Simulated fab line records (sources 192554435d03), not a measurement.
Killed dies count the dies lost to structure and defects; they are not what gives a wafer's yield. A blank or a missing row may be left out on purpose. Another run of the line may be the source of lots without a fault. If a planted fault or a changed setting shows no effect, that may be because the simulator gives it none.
fab line records ; flow n5-finfet
record: lots: 7; wafers: 21
route steps=1938 shown BEOL_M10@1495 BEOL_M11@1578 BEOL_M13@1685 BEOL_M14@1716
start-h: hours from the record's first day to the start of the lot's first wafer shown ; wait-h: time in hours since the lot's previous step ; " as in the row above ; L1.1+2: several wafers, shown together as one row ; - no value, or no start given ; * or withheld: withheld ; < > ~ a bound
route shown NAME@n: names a module that has steps shown in the file, with the first one's number in the route ; usual: the fault-free wafers' mean and standard deviation ; same: alike in all rows ; chamber/n: place in a boat ; sites: each site's reading ; _std_site: standard deviation across them ; _edge_site: the outer-site mean with the inner-site mean subtracted ; radius-mm: for every site, how far away it sits from the centre of the wafer ; mask NAME#n: copy n ; behind: the most recent tool/chamber to have shaped the wafer ; hold: cause of the lot's hold/its duration in hours/its outcome ; device: whichever transistor did not switch (one of n, p or np) ; end of line: tests run on the same wafers once the route is complete ; for a step that has no rows: nothing shown but its recipe ; killed: not the wafer's yield, but the dies lost to structure and defects at the first sort ; map: the dies of a wafer, with x for killed, . for not killed, _ for no die there
set.NAME: the setting that was run; set.NAME@STEP: the one run at that earlier step ; model.NAME: the simulator's own value behind a step, which no gauge read
one table per step and one row per wafer, for lots whose settings were changed on purpose
== steps ==
step: N5_BEOL_M10_COAT_64
recipe: resist: SiARC; temp-c: 220; time-s: 60; spin-rpm: 1500; resist-thk-nm: 30
lot.wafer;tool;chamber;start-h;wait-h;set.spin-rpm;model.SiARC_of_BEOL_M10_COAT_64.thk-nm
L074.2+3+6;litho-track-01;0;-;-;1500;30
L076.1+6;litho-track-01;0;-;-;1425;30.8
L076.4;litho-track-01;0;-;-;1500;30
L077.1;litho-track-05;0;-;-;1500;30
L077.4;litho-track-05;0;-;-;1500;30.2
L077.5;litho-track-05;0;-;-;1391;31.4
L081.1+3;litho-track-02;0;-;-;1500;30.2
L081.5;litho-track-02;0;-;-;1500;30
L082.2+5;litho-track-02;0;-;-;1500;29.8
L082.4;litho-track-02;0;-;-;1500;30
L089.1+2;litho-track-05;0;-;-;1585;29.2
L089.3;litho-track-05;0;-;-;1585;29
L090.2+3+5;litho-track-05;0;-;-;1500;30
step: N5_BEOL_M10_COAT_22
recipe: resist: CAR-ArF; spin-rpm: 1500; resist-thk-nm: 90
step: N5_BEOL_M10_EBR_24
recipe: solvent: PGMEA; ebr-width-mm: 1.5
step: N5_BEOL_M10_DESCUM_33
recipe: chemistry: O2; time-s: 7.9; source-power-w: 50; bias-power-w: 20; pressure-mtorr: 20; rf-frequency-hz: 2.712e+07; temp-c: 40; resist: CAR-ArF; o2-flow-sccm: 225
step: N5_BEOL_M10_ETCH_65
recipe: chemistry: CF4; target: SiARC; target-depth-a: 390; mask-material: CAR-ArF; time-s: 65; ion-energy-ev: 80; pressure-mtorr: 40; source-w: 545; bias-w: 36; Ar_flow_sccm: 100; cf4-flow-sccm: 100; ends: cleared
lot.wafer;tool;chamber;start-h;wait-h;set.spin-rpm@BEOL_M10_COAT_64;model.etch.depth-nm
L074.2;rie-diel-03;1;205.56;0.0;1500;29.99
L074.3;rie-diel-03;2;205.56;0.0;1500;29.95
L074.6;rie-diel-03;3;205.56;0.0;1500;29.92
L076.1;rie-diel-02;2;227.23;0.0;1425;30.7
L076.4;rie-diel-02;1;227.23;0.0;1500;30.08
L076.6;rie-diel-02;3;227.23;0.0;1425;30.76
L077.1;rie-diel-03;3;227.59;0.0;1500;30.07
L077.4;rie-diel-03;1;227.59;0.0;1500;30.16
L077.5;rie-diel-03;3;227.59;0.0;1391;31.34
L081.1;rie-diel-06;1;262.03;0.0;1500;30.17
L081.3;rie-diel-06;2;262.03;0.0;1500;30.12
L081.5;rie-diel-06;3;262.03;0.0;1500;30.05
L082.2;rie-diel-03;2;268.74;0.0;1500;29.82
L082.4;rie-diel-03;1;268.74;0.0;1500;29.94
L082.5;rie-diel-03;3;268.74;0.0;1500;29.83
L089.1;rie-diel-06;0;308.57;0.0;1585;29.16
L089.2;rie-diel-06;2;308.57;0.0;1585;29.18
L089.3;rie-diel-06;1;308.57;0.0;1585;29.06
L090.2;rie-diel-02;2;317.06;0.0;1500;29.96
L090.3;rie-diel-02;3;317.06;0.0;1500;30
L090.5;rie-diel-02;2;317.06;0.0;1500;29.97
step: N5_BEOL_M11_TRENCH_ETCH_37
recipe: chemistry: C4F6/O2; target-depth-a: 1488.3; target: SiCOH_lowk; time-s: 48; ion-energy-ev: 250; pressure-mtorr: 30; source-w: 345; bias-w: 185; Ar_flow_sccm: 300; C4F6_flow_sccm: 10; O2_flow_sccm: 10
usual: rf-vpp-V: 664/15
lot.wafer;tool;chamber;start-h;wait-h;set.bias-w;rf-vpp-V
L074.2;rie-diel-04;0;-;-;185;659
L074.3;rie-diel-04;2;-;-;185;654
L074.6;rie-diel-04;1;-;-;185;676
L076.1;rie-diel-04;0;-;-;185;660
L076.4;rie-diel-04;1;-;-;185;676
L076.6;rie-diel-04;3;-;-;156;606
L077.1;rie-diel-04;3;-;-;185;692
L077.4;rie-diel-04;1;-;-;185;676
L077.5;rie-diel-04;3;-;-;204.4;749
L081.1;rie-diel-01;0;-;-;202.8;702
L081.3;rie-diel-01;2;-;-;202.8;717
L081.5;rie-diel-01;1;-;-;202.8;725
L082.2;rie-diel-01;2;-;-;169.4;621
L082.4;rie-diel-01;0;-;-;185;651
L082.5;rie-diel-01;3;-;-;169.4;599
L089.1;rie-diel-01;0;-;-;209.1;718
L089.2;rie-diel-01;1;-;-;185;674
L089.3;rie-diel-01;3;-;-;185;643
L090.2;rie-diel-01;1;-;-;185;677
L090.3;rie-diel-01;3;-;-;185;643
L090.5;rie-diel-01;0;-;-;185;650
step: N5_BEOL_M11_ETCH_41
recipe: chemistry: CH3F/O2; target: SiCN; target-depth-a: 426; taper-deg: 2; time-s: 86; ion-energy-ev: 120; mask-material: TiN; pressure-mtorr: 30; source-w: 395; bias-w: 75; Ar_flow_sccm: 150; CH3F_flow_sccm: 30; O2_flow_sccm: 20
lot.wafer;tool;chamber;start-h;wait-h;set.time-s;model.etch.depth-nm
L074.2;rie-diel-04;0;-;-;86;32.34
L074.3;rie-diel-04;2;-;-;86;33.09
L074.6;rie-diel-04;1;-;-;86;33.29
L076.1;rie-diel-04;0;-;-;70.11;26.53
L076.4;rie-diel-04;1;-;-;70.11;27.17
L076.6;rie-diel-04;3;-;-;70.11;27.66
L077.1;rie-diel-04;3;-;-;86;33.67
L077.4;rie-diel-04;1;-;-;86;33.12
L077.5;rie-diel-04;3;-;-;86;33.94
L081.1;rie-diel-01;0;-;-;86;32.18
L081.3;rie-diel-01;2;-;-;75.71;29.05
L081.5;rie-diel-01;1;-;-;86;31.71
L082.2;rie-diel-01;2;-;-;70.74;27.05
L082.4;rie-diel-01;0;-;-;86;32.35
L082.5;rie-diel-01;3;-;-;86;32.16
L089.1;rie-diel-01;0;-;-;86;31.77
L089.2;rie-diel-01;1;-;-;75.87;28.02
L089.3;rie-diel-01;3;-;-;86;32.37
L090.2;rie-diel-01;1;-;-;86;32.03
L090.3;rie-diel-01;3;-;-;86;32.28
L090.5;rie-diel-01;0;-;-;86;32.09
step: N5_BEOL_M13_EXPOSE_25
recipe: mask-id: M13; na: 0.93; source-shape: conventional; sigma-outer: 0.4; polarization: unpolarized; target-cd-nm: 210; dose-mj: 22
lot.wafer;tool;chamber;start-h;wait-h;mask;set.dose-mj
L074.2+3+6;krf-scanner-02;0;224.68;-;M13#0;22
L076.1;krf-scanner-02;0;247.18;-;M13#0;23.61
L076.4+6;krf-scanner-02;0;247.18;-;M13#0;22
L077.1+4;krf-scanner-02;0;249.35;-;M13#0;22
L077.5;krf-scanner-02;0;249.35;-;M13#0;22.7
L081.1;krf-scanner-01;0;277.03;-;M13#0;21.28
L081.3+5;krf-scanner-01;0;277.03;-;M13#0;22
L082.2;krf-scanner-02;0;287.55;-;M13#0;20.97
L082.4+5;krf-scanner-02;0;287.55;-;M13#0;22
L089.1;krf-scanner-02;0;326.70;-;M13#0;20.62
L089.2+3;krf-scanner-02;0;326.70;-;M13#0;22
L090.2+3+5;krf-scanner-01;0;333.51;-;M13#0;22.47
step: N5_BEOL_M13_PEB_26
recipe: peb-temp-c: 130; peb-time-s: 90
step: N5_BEOL_M13_DEVELOP_27
recipe: develop-time-s: 45; rinse-liquid: diw; dry: air-spin; dev-temp-c: 21
step: N5_BEOL_M13_HARDBAKE_32
recipe: temp-c: 130; time-s: 120
step: N5_BEOL_M13_CD_MEAS_28
recipe: target-cd-nm: 209.5; landing-energy-ev: 500; detector: se-inlens
usual: cd-nm: 209.1/1.7
lot.wafer;tool;chamber;start-h;wait-h;set.dose-mj@BEOL_M13_EXPOSE_25;cd-nm
L074.2;cd-sem-02;0;224.85;-;22;206.2
L074.3;cd-sem-02;0;224.85;-;22;209.3
L074.6;cd-sem-02;0;224.85;-;22;207.9
L076.1;cd-sem-03;0;247.35;-;23.61;215.7
L076.4;cd-sem-03;0;247.35;-;22;210.1
L076.6;cd-sem-03;0;247.35;-;22;207.7
L077.1;cd-sem-01;0;249.52;-;22;208.9
L077.4;cd-sem-01;0;249.52;-;22;210.7
L077.5;cd-sem-01;0;249.52;-;22.7;213.4
L081.1;cd-sem-03;0;277.20;-;21.28;205.8
L081.3;cd-sem-03;0;277.20;-;22;211.4
L081.5;cd-sem-03;0;277.20;-;22;210.2
L082.2;cd-sem-01;0;287.72;-;20.97;204.5
L082.4;cd-sem-01;0;287.72;-;22;207.4
L082.5;cd-sem-01;0;287.72;-;22;207.6
L089.1;cd-sem-01;0;326.87;-;20.62;201.0
L089.2;cd-sem-01;0;326.87;-;22;207.2
L089.3;cd-sem-01;0;326.87;-;22;204.8
L090.2;cd-sem-02;0;333.68;-;22.47;212.9
L090.3;cd-sem-02;0;333.68;-;22.47;214.6
L090.5;cd-sem-02;0;333.68;-;22.47;211.1
step: N5_BEOL_M13_DESCUM_33
recipe: chemistry: O2; time-s: 7.9; source-power-w: 50; bias-power-w: 20; pressure-mtorr: 20; rf-frequency-hz: 2.712e+07; temp-c: 40; o2-flow-sccm: 225
lot.wafer;tool;chamber;start-h;wait-h;set.dose-mj@BEOL_M13_EXPOSE_25;model.BEOL_M13.cd-nm
L074.2;rie-diel-04;0;225.12;0.2;22;206.2
L074.3;rie-diel-04;1;225.12;0.2;22;209
L074.6;rie-diel-04;3;225.12;0.2;22;207.8
L076.1;rie-diel-01;1;247.44;0.0;23.61;215.6
L076.4;rie-diel-01;1;247.44;0.0;22;209.4
L076.6;rie-diel-01;3;247.44;0.0;22;207.8
L077.1;rie-diel-01;2;249.61;0.0;22;209
L077.4;rie-diel-01;1;249.61;0.0;22;210.4
L077.5;rie-diel-01;3;249.61;0.0;22.7;213.2
L081.1;rie-diel-01;2;277.96;0.7;21.28;205.8
L081.3;rie-diel-01;3;277.96;0.7;22;211.4
L081.5;rie-diel-01;3;277.96;0.7;22;210.4
L082.2;rie-diel-05;3;287.80;0.0;20.97;204.6
L082.4;rie-diel-05;1;287.80;0.0;22;207.2
L082.5;rie-diel-05;1;287.80;0.0;22;207.6
L089.1;rie-diel-01;1;326.96;0.0;20.62;200.6
L089.2;rie-diel-01;3;326.96;0.0;22;-
L089.3;rie-diel-01;0;326.96;0.0;22;205.4
L090.2;rie-diel-05;3;333.76;0.0;22.47;212.8
L090.3;rie-diel-05;1;333.76;0.0;22.47;214.4
L090.5;rie-diel-05;3;333.76;0.0;22.47;211.2
step: N5_BEOL_M13_ETCH_67
recipe: chemistry: CF4; target: SiARC; target-depth-a: 1430; time-s: 238.3; ion-energy-ev: 80; pressure-mtorr: 40; source-w: 545; bias-w: 36; Ar_flow_sccm: 100; cf4-flow-sccm: 100; ends: cleared
step: N5_BEOL_M13_ETCH_68
recipe: chemistry: N2/H2; target: SOC; mask-material: SiARC; source-w: 3000; bias-w: 350; temp-c: 40; time-s: 355; ion-energy-ev: 200; pressure-mtorr: 30; n2-flow-sccm: 200; h2-flow-sccm: 200
lot.wafer;tool;chamber;start-h;wait-h;set.dose-mj@BEOL_M13_EXPOSE_25;model.BEOL_M13.cd-nm
L074.2;rie-diel-04;0;225.30;0.1;22;207.8
L074.3;rie-diel-04;1;225.30;0.1;22;210.8
L074.6;rie-diel-04;3;225.30;0.1;22;209.4
L076.1;rie-diel-01;1;247.62;0.1;23.61;217.2
L076.4;rie-diel-01;1;247.62;0.1;22;212.6
L076.6;rie-diel-01;3;247.62;0.1;22;209.2
L077.1;rie-diel-01;2;249.79;0.1;22;211
L077.4;rie-diel-01;1;249.79;0.1;22;211.6
L077.5;rie-diel-01;3;249.79;0.1;22.7;214.2
L081.1;rie-diel-01;2;278.14;0.1;21.28;207
L081.3;rie-diel-01;3;278.14;0.1;22;210.8
L081.5;rie-diel-01;3;278.14;0.1;22;209.6
L082.2;rie-diel-05;3;287.99;0.1;20.97;205.2
L082.4+5;rie-diel-05;1;287.99;0.1;22;209.6
L089.1;rie-diel-01;1;327.14;0.1;20.62;201.4
L089.2;rie-diel-01;3;327.14;0.1;22;204.6
L089.3;rie-diel-01;0;327.14;0.1;22;205.6
L090.2;rie-diel-05;3;333.94;0.1;22.47;215.8
L090.3;rie-diel-05;1;333.94;0.1;22.47;217.4
L090.5;rie-diel-05;3;333.94;0.1;22.47;214.6
step: N5_BEOL_M13_STRIP_69
recipe: chemistry: N2/H2; temp-c: 40; n2-flow-sccm: 200; h2-flow-sccm: 200; rf-frequency-hz: 6e+07
step: N5_BEOL_M13_TRENCH_ETCH_34
recipe: chemistry: C4F8/O2/Ar; target: SiOC; target-depth-a: 4134.7; mask-material: SOC; pressure-mtorr: 30; source-w: 3000; bias-w: 700; Ar_flow_sccm: 400; C4F8_flow_sccm: 15; O2_flow_sccm: 8; he-inner-torr: 15; he-outer-torr: 30; time-s: 162.6; ion-energy-ev: 250
step: N5_BEOL_M13_STRIP_37
recipe: chemistry: N2/H2; power-w: 1000; temp-c: 250; h2-frac: 0.65; overash-fraction: 0.3; pressure-mtorr: withheld; n2-flow-sccm: 1750; h2-flow-sccm: 3250
step: N5_BEOL_M13_ETCH_38
recipe: chemistry: CF4/N2; target: SiCN; target-depth-a: 675; taper-deg: 2; time-s: 71.9; ion-energy-ev: 150; mask-material: SiO2; pressure-mtorr: 40; source-w: 430; bias-w: 70; Ar_flow_sccm: 100; cf4-flow-sccm: 60; n2-flow-sccm: 60
lot.wafer;tool;chamber;start-h;wait-h;set.dose-mj@BEOL_M13_EXPOSE_25;model.BEOL_M13.cd-nm
L074.2;rie-diel-04;2;227.97;-;22;207.4
L074.3;rie-diel-04;3;227.97;-;22;210.8
L074.6;rie-diel-04;3;227.97;-;22;209.2
L076.1;rie-diel-01;2;248.14;-;23.61;217.4
L076.4;rie-diel-01;1;248.14;-;22;213
L076.6;rie-diel-01;2;248.14;-;22;209
L077.1;rie-diel-04;0;254.46;-;22;211.6
L077.4;rie-diel-04;1;254.46;-;22;212
L077.5;rie-diel-04;1;254.46;-;22.7;213.8
L081.1;rie-diel-01;0;279.08;-;21.28;207
L081.3;rie-diel-01;3;279.08;-;22;210.6
L081.5;rie-diel-01;0;279.08;-;22;209.4
L082.2;rie-diel-04;2;290.26;-;20.97;205.2
L082.4+5;rie-diel-04;0;290.26;-;22;210.4
L089.1;rie-diel-01;0;329.85;-;20.62;201
L089.2;rie-diel-01;1;329.85;-;22;204.2
L089.3;rie-diel-01;2;329.85;-;22;205.4
L090.2;rie-diel-01;2;335.45;-;22.47;215.6
L090.3;rie-diel-01;0;335.45;-;22.47;217.4
L090.5;rie-diel-01;3;335.45;-;22.47;214.2
step: N5_BEOL_M13_SPUTTER_44
recipe: material: Ta; target-thk-a: 100; temp-c: 50; bias-v: 80; power-w: 15000; chamber-pressure-pa: 0.07; time-s: 16.13
lot.wafer;tool;chamber;start-h;wait-h;set.power-w;model.Ta_of_BEOL_M13_SPUTTER_44.thk-nm
L074.2;pvd-sputter-03;-;228.60;0.0;15000;10.2
L074.3+6;pvd-sputter-03;-;228.60;0.0;15000;10
L076.1+6;pvd-sputter-01;-;248.55;0.0;13360;9
L076.4;pvd-sputter-01;-;248.55;0.0;15000;10
L077.1;pvd-sputter-02;-;255.01;0.0;15000;9.8
L077.4;pvd-sputter-02;-;255.01;0.0;12640;8.2
L077.5;pvd-sputter-02;-;255.01;0.0;12640;8.4
L081.1;pvd-sputter-02;-;279.44;0.0;15000;9.8
L081.3;pvd-sputter-02;-;279.44;0.0;15000;10
L081.5;pvd-sputter-02;-;279.44;0.0;14270;9.6
L082.2;pvd-sputter-01;-;290.91;0.0;15000;9.8
L082.4;pvd-sputter-01;-;290.91;0.0;15000;10
L082.5;pvd-sputter-01;-;290.91;0.0;12570;8.4
L089.1+3;pvd-sputter-02;-;330.58;0.0;15000;10.2
L089.2;pvd-sputter-02;-;330.58;0.0;15000;10
L090.2+3;pvd-sputter-02;-;336.44;0.0;17230;11.4
L090.5;pvd-sputter-02;-;336.44;0.0;15000;9.8
step: N5_BEOL_M14_ILD_DEP_00
recipe: material: SiO2; target-thk-a: 11193; temp-c: 400; precursor: TEOS/O2; pressure-torr: 6.5; rf-w: 900; teos-flow-sccm: 161.4; gas: O2; flow-sccm: 2650; time-s: 237.4
lot.wafer;tool;chamber;start-h;wait-h;set.time-s;model.SiO2_of_BEOL_M14_ILD_DEP_00.thk-nm
L074.2;pecvd-04;0;229.87;0.0;237.4;1103
L074.3;pecvd-04;2;229.87;0.0;237.4;1112
L074.6;pecvd-04;1;229.87;0.0;237.4;1093
L076.1;pecvd-04;2;249.81;0.0;237.4;1128
L076.4;pecvd-04;0;249.81;0.0;237.4;1124
L076.6;pecvd-04;1;249.81;0.0;237.4;1098
L077.1;pecvd-03;1;256.42;0.0;237.4;1125
L077.4;pecvd-03;2;256.42;0.0;220;1030
L077.5;pecvd-03;1;256.42;0.0;220;1050
L081.1;pecvd-01;1;280.60;0.0;237.4;1077
L081.3;pecvd-01;0;280.60;0.0;212.9;985.2
L081.5;pecvd-01;0;280.60;0.0;237.4;1129
L082.2;pecvd-01;1;292.05;0.0;237.4;1082
L082.4;pecvd-01;1;292.05;0.0;237.4;1097
L082.5;pecvd-01;0;292.05;0.0;271.4;1279
L089.1;pecvd-03;0;331.73;0.0;237.4;1117
L089.2;pecvd-03;2;331.73;0.0;203.8;958.2
L089.3;pecvd-03;1;331.73;0.0;237.4;1123
L090.2;pecvd-01;1;337.59;0.0;237.4;1094
L090.3;pecvd-01;0;337.59;0.0;237.4;1107
L090.5;pecvd-01;1;337.59;0.0;237.4;1101
step: N5_BEOL_M14_THK_MEAS_01
recipe: reads: SiO2_of_BEOL_M14_ILD_DEP_00
usual: M14_ILD_THK: 1112/17
lot.wafer;tool;chamber;start-h;wait-h;set.time-s@BEOL_M14_ILD_DEP_00;M14_ILD_THK[nm]
L074.2;film-metro-01;-;230.06;0.1;237.4;1103
L074.3;film-metro-01;-;230.06;0.1;237.4;1112
L074.6;film-metro-01;-;230.06;0.1;237.4;1093
L076.1;film-metro-01;-;250.00;0.1;237.4;1128
L076.4;film-metro-01;-;250.00;0.1;237.4;1126
L076.6;film-metro-01;-;250.00;0.1;237.4;1097
L077.1;film-metro-02;-;256.61;0.1;237.4;1125
L077.4;film-metro-02;-;256.61;0.1;220;1030
L077.5;film-metro-02;-;256.61;0.1;220;1050
L081.1;film-metro-02;-;280.79;0.1;237.4;1077
L081.3;film-metro-02;-;280.79;0.1;212.9;986
L081.5;film-metro-02;-;280.79;0.1;237.4;1129
L082.2;film-metro-02;-;292.24;0.1;237.4;1082
L082.4;film-metro-02;-;292.24;0.1;237.4;1097
L082.5;film-metro-02;-;292.24;0.1;271.4;1280
L089.1;film-metro-01;-;331.92;0.1;237.4;1117
L089.2;film-metro-01;-;331.92;0.1;203.8;957
L089.3;film-metro-01;-;331.92;0.1;237.4;1122
L090.2;film-metro-02;-;337.78;0.1;237.4;1093
L090.3;film-metro-02;-;337.78;0.1;237.4;1107
L090.5;film-metro-02;-;337.78;0.1;237.4;1101
step: N5_BEOL_M14_COAT_58
recipe: resist: BARC; temp-c: 205; time-s: 60; spin-rpm: 1500; resist-thk-nm: 89
step: N5_BEOL_M14_COAT_04
recipe: spin-rpm: 1704; resist-thk-nm: 800
step: N5_BEOL_M14_DESCUM_15
recipe: chemistry: O2; time-s: 7.9; source-power-w: 50; bias-power-w: 20; pressure-mtorr: 20; rf-frequency-hz: 2.712e+07; temp-c: 40; o2-flow-sccm: 225
step: N5_BEOL_M14_ETCH_59
recipe: chemistry: N2/H2; target: BARC; target-depth-a: 890; overetch-a: 267; time-s: 67.9; ion-energy-ev: 200; pressure-mtorr: 30; source-w: 840; bias-w: 150; n2-flow-sccm: 200; h2-flow-sccm: 200
step: N5_BEOL_M14_VIA_ETCH_16
recipe: chemistry: C4F8/O2/Ar; target: SiO2; he-inner-torr: 15; he-outer-torr: 30; target-depth-a: 12313; time-s: withheld; ion-energy-ev: 800; pressure-mtorr: 20; source-w: 1905; bias-w: 2040; Ar_flow_sccm: 400; C4F8_flow_sccm: 16; O2_flow_sccm: 12; ends: cleared
lot.wafer;tool;chamber;start-h;wait-h;set.time-s@BEOL_M14_ILD_DEP_00;model.etch.depth-nm;model.coat_of_BEOL_M14_COAT_04.thk-nm
L074.2;rie-diel-06;2;230.81;0.0;*;1103;456
L074.3;rie-diel-06;3;230.81;0.0;*;1112;456.8
L074.6;rie-diel-06;0;230.81;0.0;*;1093;471.2
L076.1;rie-diel-03;0;250.48;0.0;*;1128;438.8
L076.4;rie-diel-03;2;250.48;0.0;*;1124;454
L076.6;rie-diel-03;3;250.48;0.0;*;1098;459.6
L077.1;rie-diel-02;0;257.22;0.0;*;1125;459.4
L077.4;rie-diel-02;2;257.22;0.0;*;1030;474.4
L077.5;rie-diel-02;1;257.22;0.0;*;1050;471.4
L081.1;rie-diel-02;1;281.27;0.0;*;1077;465.4
L081.3;rie-diel-02;0;281.27;0.0;*;985.3;491.4
L081.5;rie-diel-02;3;281.27;0.0;*;1129;449.4
L082.2;rie-diel-02;1;292.73;0.0;*;1082;464.2
L082.4;rie-diel-02;1;292.73;0.0;*;1097;461
L082.5;rie-diel-02;3;292.73;0.0;*;1279;412.8
L089.1;rie-diel-03;2;332.52;0.0;*;1117;458.8
L089.2;rie-diel-03;3;332.52;0.0;*;958.1;495.2
L089.3;rie-diel-03;0;332.52;0.0;*;1123;445.8
L090.2;rie-diel-02;3;338.38;0.0;*;1094;457.4
L090.3;rie-diel-02;1;338.38;0.0;*;1107;458.4
L090.5;rie-diel-02;0;338.38;0.0;*;1101;460.6
step: N5_BEOL_M14_TRENCH_ETCH_34
recipe: chemistry: C4F8/O2/Ar; target: SiO2; target-depth-a: 5566.5; mask-material: SOC; he-inner-torr: 15; he-outer-torr: 30; time-s: 126.9; ion-energy-ev: 800; pressure-mtorr: 20; source-w: 1905; bias-w: 2040; Ar_flow_sccm: 400; C4F8_flow_sccm: 16; O2_flow_sccm: 12
lot.wafer;tool;chamber;start-h;wait-h;set.time-s;model.etch.depth-nm
L074.2;rie-diel-06;3;232.57;0.0;126.9;537.7
L074.3;rie-diel-06;1;232.57;0.0;126.9;563.1
L074.6;rie-diel-06;1;232.57;0.0;126.9;563.3
L076.1;rie-diel-02;0;251.83;0.0;126.9;525.3
L076.4;rie-diel-02;1;251.83;0.0;108;466.8
L076.6;rie-diel-02;3;251.83;0.0;108;478.1
L077.1;rie-diel-03;2;258.56;0.0;126.9;526
L077.4;rie-diel-03;3;258.56;0.0;126.9;526.5
L077.5;rie-diel-03;3;258.56;0.0;126.9;524.9
L081.1;rie-diel-03;0;282.52;0.0;101.7;455.5
L081.3;rie-diel-03;3;282.52;0.0;126.9;530.6
L081.5;rie-diel-03;1;282.52;0.0;126.9;540.4
L082.2;rie-diel-02;3;294.02;0.0;126.9;556.8
L082.4;rie-diel-02;0;294.02;0.0;100.3;410.8
L082.5;rie-diel-02;1;294.02;0.0;126.9;547.3
L089.1;rie-diel-03;0;334.14;0.0;126.9;569.1
L089.2;rie-diel-03;2;334.14;0.0;126.9;524.1
L089.3;rie-diel-03;3;334.14;0.0;126.9;526.8
L090.2;rie-diel-02;3;339.73;0.0;126.9;553.7
L090.3;rie-diel-02;1;339.73;0.0;102.3;437.5
L090.5;rie-diel-02;2;339.73;0.0;102.3;451.1
step: N5_BEOL_M14_STRIP_70
recipe: chemistry: C4F8/O2/Ar; resist: SiARC; rf-frequency-hz: 6e+07
step: N5_BEOL_M14_OCD_MEAS_35
usual: trench-depth-nm: 550/17
lot.wafer;tool;chamber;start-h;wait-h;set.time-s@BEOL_M14_TRENCH_ETCH_34;trench-depth-nm
L074.2;ocd-02;-;232.72;0.0;126.9;537
L074.3;ocd-02;-;232.72;0.0;126.9;563
L074.6;ocd-02;-;232.72;0.0;126.9;563
L076.1;ocd-02;-;251.98;0.0;126.9;525
L076.4;ocd-02;-;251.98;0.0;108;467
L076.6;ocd-02;-;251.98;0.0;108;478
L077.1;ocd-02;-;258.72;0.0;126.9;525
L077.4;ocd-02;-;258.72;0.0;126.9;526
L077.5;ocd-02;-;258.72;0.0;126.9;525
L081.1;ocd-02;-;282.68;0.0;101.7;455
L081.3;ocd-02;-;282.68;0.0;126.9;531
L081.5;ocd-02;-;282.68;0.0;126.9;540
L082.2;ocd-01;-;294.18;0.0;126.9;557
L082.4;ocd-01;-;294.18;0.0;100.3;411
L082.5;ocd-01;-;294.18;0.0;126.9;547
L089.1;ocd-01;-;334.30;0.0;126.9;569
L089.2;ocd-01;-;334.30;0.0;126.9;524
L089.3;ocd-01;-;334.30;0.0;126.9;527
L090.2;ocd-02;-;339.88;0.0;126.9;554
L090.3;ocd-02;-;339.88;0.0;102.3;437
L090.5;ocd-02;-;339.88;0.0;102.3;451
== key ==
split: step: N5_BEOL_M10_COAT_64; setting: spin-rpm; stated: 1500; by: wafer
response: step: N5_BEOL_M10_COAT_64; reading: model.SiARC_of_BEOL_M10_COAT_64.thk-nm; change: -0.173; per: 1%; r: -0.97
response: step: N5_BEOL_M10_ETCH_65; reading: model.etch.depth-nm; change: -0.156; per: 1%; r: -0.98
split: step: N5_BEOL_M11_TRENCH_ETCH_37; setting: bias-w; stated: 185; by: wafer
response: step: N5_BEOL_M11_TRENCH_ETCH_37; reading: rf-vpp-V; change: +4.65; per: 1%; r: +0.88
split: step: N5_BEOL_M11_ETCH_41; setting: time-s; stated: 86; by: wafer
response: step: N5_BEOL_M11_ETCH_41; reading: model.etch.depth-nm; change: +0.293; per: 1%; r: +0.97
split: step: N5_BEOL_M13_EXPOSE_25; setting: dose-mj; stated: 22; by: wafer
response: step: N5_BEOL_M13_CD_MEAS_28; reading: cd-nm; change: +0.911; per: 1%; r: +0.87
response: step: N5_BEOL_M13_DESCUM_33; reading: model.BEOL_M13.cd-nm; change: +0.912; per: 1%; r: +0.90
response: step: N5_BEOL_M13_ETCH_68; reading: model.BEOL_M13.cd-nm; change: +0.808; per: 1%; r: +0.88
response: step: N5_BEOL_M13_ETCH_38; reading: model.BEOL_M13.cd-nm; change: +0.82; per: 1%; r: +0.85
split: step: N5_BEOL_M13_SPUTTER_44; setting: power-w; stated: 15000; by: wafer
response: step: N5_BEOL_M13_SPUTTER_44; reading: model.Ta_of_BEOL_M13_SPUTTER_44.thk-nm; change: +0.0962; per: 1%; r: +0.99
split: step: N5_BEOL_M14_ILD_DEP_00; setting: time-s; stated: 237.4; by: wafer
response: step: N5_BEOL_M14_ILD_DEP_00; reading: model.SiO2_of_BEOL_M14_ILD_DEP_00.thk-nm; change: +12.1; per: 1%; r: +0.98
response: step: N5_BEOL_M14_THK_MEAS_01; reading: M14_ILD_THK; change: +12.1; per: 1%; r: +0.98
response: step: N5_BEOL_M14_VIA_ETCH_16; reading: model.etch.depth-nm; change: +12.1; per: 1%; r: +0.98
response: step: N5_BEOL_M14_VIA_ETCH_16; reading: model.coat_of_BEOL_M14_COAT_04.thk-nm; change: -3.13; per: 1%; r: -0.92
split: step: N5_BEOL_M14_TRENCH_ETCH_34; setting: time-s; stated: 126.9; by: wafer
response: step: N5_BEOL_M14_TRENCH_ETCH_34; reading: model.etch.depth-nm; change: +5.21; per: 1%; r: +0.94
response: step: N5_BEOL_M14_OCD_MEAS_35; reading: trench-depth-nm; change: +5.21; per: 1%; r: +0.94
